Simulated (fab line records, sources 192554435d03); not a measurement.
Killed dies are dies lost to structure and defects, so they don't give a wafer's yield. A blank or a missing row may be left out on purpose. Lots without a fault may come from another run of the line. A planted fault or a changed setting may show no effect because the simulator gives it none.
Chamber matching | flow n5_finfet | N5_DUMMY_GATE_STRIP_41 on rie_diel-05: 4 sister chambers
The step strips in O2. 14 wafers are shown with their chamber, then 7 later ones without.

WAFERS WITH THEIR CHAMBER
wafer  | chamber | drypump_motor_current_A (A) | showerhead_plenum_p_Torr (Torr) | oes_product_au (a.u.)
L080.1 | 3       | 6.1                         | 2.12                            | 0.80
L080.3 | 2       | 4.8                         | 2.14                            | 0.92
L080.6 | 1       | 6.5                         | 2.07                            | 0.69
L083.1 | 0       | 5.6                         | 2.09                            | 0.72
L083.5 | 0       | 5.6                         | 2.09                            | 0.73
L083.6 | 1       | 6.5                         | 2.07                            | 0.68
L084.1 | 2       | 4.8                         | 2.14                            | 0.91
L084.3 | 3       | 6.1                         | 2.12                            | 0.80
L084.6 | 1       | 6.5                         | 2.06                            | 0.68
L085.1 | 0       | 5.6                         | 2.09                            | 0.73
L085.2 | 2       | 4.8                         | 2.14                            | 0.90
L085.6 | 2       | 4.8                         | 2.14                            | 0.90
L088.1 | 2       | 4.9                         | 2.14                            | 0.89
L088.2 | 0       | 5.6                         | 2.09                            | 0.72

SIGNATURES (means of the wafers above)
reading                  | chamber 0 | chamber 1 | chamber 2 | chamber 3 | scatter within a chamber
drypump_motor_current_A  | 5.600     | 6.500     | 4.820     | 6.100     | 0.0283
showerhead_plenum_p_Torr | 2.0900    | 2.0667    | 2.1400    | 2.1200    | 0.00258
oes_product_au           | 0.7250    | 0.6833    | 0.9040    | 0.8000    | 0.00829
Rule: a wafer's distance from a chamber is the root of the sum, over the readings, of the square of ((its reading less the chamber's mean) divided by the reading's scatter). The wafer belongs to the nearest chamber; if the next one is less than 2 further off, it can't be placed. The scatter: the root of (the sum of the squares of (reading less its chamber's mean) over the shown wafers, divided by (wafers less chambers)).

WAFERS WITHOUT THEIR CHAMBER
wafer  | drypump_motor_current_A (A) | showerhead_plenum_p_Torr (Torr) | oes_product_au (a.u.)
L088.5 | 6.1                         | 2.12                            | 0.79
L093.1 | 6.1                         | 2.12                            | 0.77
L093.4 | 6.1                         | 2.12                            | 0.78
L093.5 | 4.9                         | 2.13                            | 0.87
L097.1 | 4.9                         | 2.13                            | 0.85
L097.2 | 5.6                         | 2.09                            | 0.70
L097.3 | 6.5                         | 2.06                            | 0.93

WHICH CHAMBER EACH WENT THROUGH
wafer  | from the rows above     | in truth
L088.5 | 3                       | 3
L093.1 | 3                       | 3
L093.4 | 3                       | 3
L093.5 | 2                       | 2
L097.1 | 2                       | 2
L097.2 | 0                       | 0
L097.3 | can't be placed: 1 or 3 | 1
Placed correctly: 6 of 7. Can't be placed from these rows: 1 (the true chamber is among the candidates in 1). Placed wrongly: 0.
